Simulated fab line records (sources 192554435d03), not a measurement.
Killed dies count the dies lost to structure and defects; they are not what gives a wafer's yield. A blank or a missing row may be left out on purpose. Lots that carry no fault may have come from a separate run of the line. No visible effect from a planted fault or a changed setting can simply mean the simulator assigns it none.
Problem report, 8D (eight disciplines) form, completed by code + flow n5 finfet + the parts of the form that need people (team, actions taken, sign-off) are left out

## 1. THE ISSUE
etch rf on time s at N5_BEOL_M3_ETCH_74 reads a mean of 7.75 s on 4 wafers of 2 lots; wafers without a fault read 5.19 s with a standard deviation of 0.12. That is +21 standard deviations from the usual mean.
The step: etches underlayer in N2/H2, target depth 6.5 nm, time 5.2 s.
First observed at day 11 12:17: wafer L828.4, on rie diel-05. Wafers with a number at this step in the record: 27, from 10 lots. By rule, "out" or "out of limits" means more than 4 standard deviations away from the usual mean. Any other wafer with a number is counted as sound.

## 2. WHAT IT IS; WHAT IT IS NOT
| question                    | is                             | is not                                                                                  |
|-----------------------------|--------------------------------|-----------------------------------------------------------------------------------------|
| which readings at this step | etch rf on time s              | bias w, drypump motor current A, rf vpp V, showerhead plenum p Torr, throttle valve pct |
| which lots                  | L828, L830                     | L812, L816, L819, L821, L822, L827, L832, L833                                          |
| which wafers of those lots  | L828.4, L828.6, L830.4, L830.6 | L828.5, L830.3                                                                          |
| read on which tools         | rie diel-05                    | rie diel-01, rie diel-06                                                                |
| when                        | from day 11 12:17              | up to then (14 sound wafers); but 9 sound wafers of L827, L830, L832, L833 came after   |

## 3. WHAT RULES OUT EACH SUSPECT
Counting: any tool at a process step up to the reading remains a suspect provided it ran every lot that is out. Sound lots after the first of them don't rule it out here, since some wafers of a struck lot are sound.
- cmp-02 at N5_BEOL_M2_CMP_52 (polishes, stops on SiOC, t overpolish 6.8 s, target thk 40 nm): kept. Ran every lot that is out, first one L828 (day 11 07:08); last sound lot up to then L822 (day 9 19:10).
- rie diel-05 at N5_BEOL_M3_ETCH_74 (etches underlayer in N2/H2, target depth 6.5 nm, time 5.2 s): kept. Ran every lot that is out, first one L828 (day 11 12:17); last sound lot up to then L822 (day 9 21:05). Its own readings are out on those wafers: etch rf on time s.
- Within rie diel-05 at N5_BEOL_M3_ETCH_74: the wafers that are out ran in chambers 1, 3; their sound lot-mates ran in chamber 0.
Remaining after the count are cmp-02 at N5_BEOL_M2_CMP_52 and rie diel-05 at N5_BEOL_M3_ETCH_74.

## 4. THE CAUSE (what the simulator had put in)
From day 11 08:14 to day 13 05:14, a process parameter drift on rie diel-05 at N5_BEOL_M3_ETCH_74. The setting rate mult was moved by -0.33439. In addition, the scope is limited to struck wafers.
After counting, 2 suspects remain, this tool included.

## 5. THE EFFECT CHAIN, in route order
Each row: a reading whose mean over the struck wafers that have a number lies more than 3 standard deviations from the usual. Scope: only readings with a usual standard deviation given in the record; hours: median across lots of the time from each lot's start at the first step in this table that gives one to its start at this step; sigmas: change in usual standard deviations.
| hours | step               | reading           | usual  | on struck wafers | change | sigmas |
|-------|--------------------|-------------------|--------|------------------|--------|--------|
| 0     | N5_BEOL_M3_ETCH_74 | etch rf on time s | 5.19 s | 7.75             | +2.55  | +21    |
The process steps in it:
- N5_BEOL_M3_ETCH_74: etches underlayer in N2/H2, target depth 6.5 nm, time 5.2 s.
Later measuring or inspecting steps at which every struck wafer that the step has a row for has a number for every such reading, and none has moved that far: N5_BEOL_M4_RC_MEAS_101.

## 6. WHAT WOULD HAVE CAUGHT IT SOONER
In this record no reading fell out of limits until day 11 12:17, 4 hours after the fault had begun at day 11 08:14.
